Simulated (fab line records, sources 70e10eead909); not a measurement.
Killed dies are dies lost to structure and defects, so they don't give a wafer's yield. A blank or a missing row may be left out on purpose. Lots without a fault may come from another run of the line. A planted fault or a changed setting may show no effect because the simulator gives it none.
Which tool did it? | flow nand_harc | 13 lots, 37 wafers sampled, at 5 steps of a route of 1159

WHAT THE GAUGES READ, wafer by wafer
The record holds no reading of a measuring or inspecting step that can be judged against a usual standard deviation.

WHICH TOOL RAN EACH LOT (tool, then ch and the chambers of the sampled wafers, then the start)
lot  | NHARC_P_M1_ANNEAL_31             | NHARC_P_M2_PRE_CLEAN_30                 | NHARC_P_M2_ECD_22              | NHARC_P_M2_CMP_23             | NHARC_P_BONDPAD_DEP_00
L720 | rtp_anneal-01 ch 0, day 6 02:10  | pvd_sputter-03, day 6 05:56 or earlier  | ecd_cu-01 ch 0,1, day 6 05:56  | cmp-01 ch 0,1,2, day 6 06:40  | pecvd-01 ch 1,2, day 6 07:45
L719 | rtp_anneal-02 ch 0, day 6 07:42  | pvd_sputter-01, day 6 11:54 or earlier  | ecd_cu-02 ch 0,1, day 6 11:54  | cmp-04 ch 1,2,3, day 6 12:45  | pecvd-03 ch 0,1,2, day 6 13:49
L721 | rtp_anneal-02 ch 0, day 6 19:17  | pvd_sputter-02, day 6 23:18 or earlier  | ecd_cu-02 ch 0,1, day 6 23:18  | cmp-03 ch 1,2, day 6 23:54    | pecvd-01 ch 0,2, day 7 00:58
L724 | rtp_anneal-01 ch 0, day 7 01:49  | pvd_sputter-03, day 7 05:36 or earlier  | ecd_cu-02 ch 0,1, day 7 05:36  | cmp-04 ch 1,2,3, day 7 06:16  | pecvd-01 ch 0,1,2, no start
L726 | rtp_anneal-02 ch 0, day 7 21:50  | pvd_sputter-01, day 8 01:56 or earlier  | ecd_cu-02 ch 0,1, day 8 01:56  | cmp-03 ch 0,1,2, day 8 02:41  | pecvd-03 ch 0,2, day 8 03:43
L727 | rtp_anneal-01 ch 0, day 8 02:37  | pvd_sputter-01, day 8 06:24 or earlier  | ecd_cu-01 ch 0,1, day 8 06:24  | cmp-03 ch 0,1,2, day 8 07:05  | pecvd-03 ch 1,2, day 8 08:06
L728 | rtp_anneal-02 ch 0, day 8 10:48  | pvd_sputter-01, day 8 14:49 or earlier  | ecd_cu-01 ch 0,1, day 8 14:49  | cmp-04 ch 0,1,2, day 8 15:32  | pecvd-02 ch 0,1,2, no start
L729 | rtp_anneal-02 ch 0, day 8 16:20  | pvd_sputter-02, day 8 20:10 or earlier  | ecd_cu-02 ch 0,1, day 8 20:10  | cmp-01 ch 2,3, day 8 20:50    | pecvd-02 ch 0,1,2, day 8 21:56
L731 | rtp_anneal-01 ch 0, day 9 09:30  | pvd_sputter-02, day 9 13:22 or earlier  | ecd_cu-01 ch 0,1, day 9 13:22  | cmp-03 ch 0,3, day 9 13:59    | pecvd-02 ch 0,1, day 9 15:13
L734 | rtp_anneal-02 ch 0, day 9 18:14  | pvd_sputter-02, day 9 22:02 or earlier  | ecd_cu-01 ch 0,1, day 9 22:02  | cmp-01 ch 0,1,2, day 9 22:47  | pecvd-03 ch 1,2, day 9 23:49
L738 | rtp_anneal-01 ch 0, day 10 17:46 | pvd_sputter-03, day 10 21:35 or earlier | ecd_cu-01 ch 0,1, day 10 21:35 | cmp-01 ch 0,1, day 10 22:19   | pecvd-03 ch 1,2, no start
L740 | rtp_anneal-01 ch 0, day 11 08:34 | pvd_sputter-03, day 11 12:46 or earlier | ecd_cu-01 ch 0,1, day 11 12:46 | cmp-04 ch 0,1, day 11 13:35   | pecvd-03 ch 0,2, no start
L742 | rtp_anneal-02 ch 0, day 11 12:45 | pvd_sputter-01, day 11 16:24 or earlier | ecd_cu-02 ch 0,1, day 11 16:24 | cmp-01 ch 0,1,2, day 11 17:08 | pecvd-03 ch 1,2, day 11 18:10
- NHARC_P_M1_ANNEAL_31: time 90 s.
- NHARC_P_M2_PRE_CLEAN_30: time 30 s.
- NHARC_P_M2_ECD_22: material Cu, target thk 400 nm.
- NHARC_P_M2_CMP_23: polishes, t overpolish 20 s, target thk 144.3 nm.
- NHARC_P_BONDPAD_DEP_00: deposits SiCN, target thk 250 nm.

WHAT THE TOOLS THEMSELVES READ (means of the sampled wafers that have a number; where no wafer has one, the mark that the record gives instead)
NHARC_P_M1_ANNEAL_31.
lot  | tool          | wafer_temp_C_max
L720 | rtp_anneal-01 | 225.90
L719 | rtp_anneal-02 | 225.82
L721 | rtp_anneal-02 | 226.16
L724 | rtp_anneal-01 | 226.01
L726 | rtp_anneal-02 | 226.01
L727 | rtp_anneal-01 | 225.96
L728 | rtp_anneal-02 | 226.08
L729 | rtp_anneal-02 | 226.15
L731 | rtp_anneal-01 | 225.91
L734 | rtp_anneal-02 | 225.73
L738 | rtp_anneal-01 | 225.91
L740 | rtp_anneal-01 | 225.84
L742 | rtp_anneal-02 | 225.98

NHARC_P_M2_PRE_CLEAN_30.
lot  | tool           | heater_power_w (W)
L720 | pvd_sputter-03 | 407
L719 | pvd_sputter-01 | 397
L721 | pvd_sputter-02 | 381
L724 | pvd_sputter-03 | 414
L726 | pvd_sputter-01 | 406
L727 | pvd_sputter-01 | 405
L728 | pvd_sputter-01 | 390
L729 | pvd_sputter-02 | 383
L731 | pvd_sputter-02 | 378
L734 | pvd_sputter-02 | 379
L738 | pvd_sputter-03 | 412
L740 | pvd_sputter-03 | 419
L742 | pvd_sputter-01 | 400

NHARC_P_M2_CMP_23.
lot  | tool   | motor_current_A (A) | time_to_endpoint_s (s)
L720 | cmp-01 | 12.6                | 28.0
L719 | cmp-04 | 13.4                | 29.7
L721 | cmp-03 | 13.5                | 30.1
L724 | cmp-04 | 13.3                | 28.6
L726 | cmp-03 | 13.4                | 28.5
L727 | cmp-03 | 13.4                | 26.1
L728 | cmp-04 | 12.7                | 32.2
L729 | cmp-01 | 12.9                | 28.7
L731 | cmp-03 | 12.3                | 26.9
L734 | cmp-01 | 12.7                | 27.9
L738 | cmp-01 | 12.6                | 39.8
L740 | cmp-04 | 12.2                | 42.0
L742 | cmp-01 | 12.8                | 29.9

NHARC_P_BONDPAD_DEP_00.
lot  | tool     | heater_power_w (W)
L720 | pecvd-01 | 522
L719 | pecvd-03 | 568
L721 | pecvd-01 | 510
L724 | pecvd-01 | 604
L726 | pecvd-03 | 489
L727 | pecvd-03 | 503
L728 | pecvd-02 | 577
L729 | pecvd-02 | 561
L731 | pecvd-02 | 587
L734 | pecvd-03 | 556
L738 | pecvd-03 | 478
L740 | pecvd-03 | 509
L742 | pecvd-03 | 519

THE ANSWER, worked out from the rows above alone
Rule: what is usual is taken from the lots themselves. Put in order of their means at a reading, lots are off if they are a third of the lots or fewer, leave a main group of 4 or more, and stand apart from it by a gap of 3 or more times the standard deviation of the main group's means; of several such gaps the widest counts. A main group whose means are all the same, to the digits that the tables above print for the reading, isn't used. A lot without any number at a reading at which 4 lots or more have one is off too. The other lots that the step has rows for count as sound. The gauges are gone through in route order, then the tools' own readings, and for those a lot's mean is taken as printed above. The first step at which some lot is off is used, and at that step the reading that is off furthest; a lot without a number counts as furthest.
Off: L738, L740, at NHARC_P_M2_CMP_23 (time_to_endpoint_s). The main group: mean 28.8 s, standard deviation 1.6.
A tool fits if, at that step or a process step before it, it ran every lot that is off, and no sound lot after the first of them. NHARC_P_M2_PRE_CLEAN_30 gives no start for some lots, so the hours and the order of its lots are those of NHARC_P_M2_ECD_22. Can't be told from this: 3 tools fit, rtp_anneal-01 at NHARC_P_M1_ANNEAL_31, pvd_sputter-03 at NHARC_P_M2_PRE_CLEAN_30, ecd_cu-01 at NHARC_P_M2_ECD_22.

WHAT THE SIMULATOR HAD PUT IN
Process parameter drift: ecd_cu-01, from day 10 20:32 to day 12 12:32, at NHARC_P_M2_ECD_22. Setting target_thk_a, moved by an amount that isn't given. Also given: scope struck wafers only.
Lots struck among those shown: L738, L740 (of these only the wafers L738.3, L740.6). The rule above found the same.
